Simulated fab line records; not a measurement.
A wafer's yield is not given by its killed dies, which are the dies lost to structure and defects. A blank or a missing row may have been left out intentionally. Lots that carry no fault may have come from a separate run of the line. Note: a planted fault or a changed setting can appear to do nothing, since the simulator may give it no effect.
Commonality check across tools ; flow nand harc ; Sampled: 10 lots, 42 wafers

== REASON IT WAS OPENED ==
On 4 of the 10 lots, a flag is raised at NHARC_P_M1_CD_MEAS_09 on the reading cd nm. No-fault wafers: 130.2 nm, standard deviation 0.59.
Rule: a lot is flagged when every wafer of it that has a number lies more than 4 standard deviations from that mean, or none has a number. The rest of the lots are taken to be sound.

lot;measured;on;cd nm (nm), wafer by wafer;flag
L630;day 6 09:41;cd sem-01;129.0 130.4 129.1;
L632;day 6 13:35;cd sem-01;130.2 130.4 130.5;
L635;day 7 04:10;cd sem-03;131.4 130.7 131.1;
L639;day 8 08:17;cd sem-02;130.1 130.5 130.2;
L638;day 8 09:01;cd sem-02;115.0 115.5 115.4 114.7 115.7 115.3;FLAGGED
L641;day 8 10:46;cd sem-03;118.7 118.9 119.8 119.1 119.0 119.1;FLAGGED
L640;day 8 12:00;cd sem-02;122.0 121.4 121.6 121.7 121.7 121.8;FLAGGED
L642;day 9 04:37;cd sem-01;122.9 123.5 123.4 122.5 123.1 123.4;FLAGGED
L646;day 9 23:38;cd sem-03;129.5 129.8 129.4;
L653;day 12 04:24;cd sem-02;130.1 130.1 129.8;
Average over the flagged lots: 119.8 nm; offset from the usual -10.4 nm, equal to -18 standard deviations.

== WHICH TOOL EACH LOT WENT THROUGH ==
Before the reading, the record contains 2 process steps out of a 1159-step route. In each cell: the tool, then ch and the chambers that the sampled wafers went through, then the start.
lot;flag;NHARC_P_M0_ANNEAL_30;NHARC_P_M1_EXPOSE_06
L630;;rtp anneal-01 ch 0, day 6 07:31;arfi scanner-03 ch 0, day 6 09:33
L632;;rtp anneal-01 ch 0, day 6 11:22;arfi scanner-01 ch 0, day 6 13:26
L635;;rtp anneal-01 ch 0, day 7 02:05;arfi scanner-03 ch 0, day 7 04:02
L639;;rtp anneal-01 ch 0, day 8 06:04;arfi scanner-02 ch 0, day 8 08:08
L638;FLAGGED;rtp anneal-02 ch 0, day 8 06:40;arfi scanner-03 ch 0, day 8 08:52
L641;FLAGGED;rtp anneal-01 ch 0, day 8 08:44;arfi scanner-03 ch 0, day 8 10:38
L640;FLAGGED;rtp anneal-01 ch 0, day 8 09:55;arfi scanner-03 ch 0, day 8 11:52
L642;FLAGGED;rtp anneal-01 ch 0, day 9 02:28;arfi scanner-03 ch 0, day 9 04:28
L646;;rtp anneal-02 ch 0, day 9 21:26;arfi scanner-01 ch 0, day 9 23:30
L653;;rtp anneal-02 ch 0, day 12 02:14;arfi scanner-02 ch 0, day 12 04:16
What the steps here do:
- NHARC_P_M0_ANNEAL_30: time 90 s.
- NHARC_P_M1_EXPOSE_06: exposes mask P M1, target cd 130 nm.
- NHARC_P_M1_CD_MEAS_09: target cd 130 nm.

== FLAGGED AGAINST TOTAL, ONE TOOL AT A TIME (gauges that did the reading follow at the end) ==
step;tool;lots run;flagged;share of the flagged lots;sound lots run after its first flagged lot
NHARC_P_M0_ANNEAL_30;rtp anneal-01;7;3;some;0
NHARC_P_M0_ANNEAL_30;rtp anneal-02;3;1;some;2 (L646,L653)
NHARC_P_M1_EXPOSE_06;arfi scanner-01;2;0;none;-
NHARC_P_M1_EXPOSE_06;arfi scanner-02;2;0;none;-
NHARC_P_M1_EXPOSE_06;arfi scanner-03;6;4;all;0
NHARC_P_M1_CD_MEAS_09;cd sem-01;3;1;some;0
NHARC_P_M1_CD_MEAS_09;cd sem-02;4;2;some;1 (L653)
NHARC_P_M1_CD_MEAS_09;cd sem-03;3;1;some;1 (L646)

== WHAT IS ALLOWED BY THE TABLE ==
In the table, 1 row covers all flagged lots: arfi scanner-03 at NHARC_P_M1_EXPOSE_06.
- arfi scanner-03 at NHARC_P_M1_EXPOSE_06 ran 6 lots, 4 of them flagged. Its last sound lot is L635 (day 7 04:02), its first flagged lot L638 (day 8 08:52): a fault that began between those two fits. Its own readings lie more than 4 standard deviations out on every wafer of the flagged lots: exposure dose mJ cm2.
What remains is a single tool, arfi scanner-03 at NHARC_P_M1_EXPOSE_06.

== WHAT THE SIMULATOR HAD INSERTED ==
Process parameter drift: arfi scanner-03, from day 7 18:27 on, at NHARC_P_M1_EXPOSE_06. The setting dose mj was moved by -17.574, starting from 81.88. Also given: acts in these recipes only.
Shown lots that were struck: L638, L641, L640, L642. Same finding as the rule above.
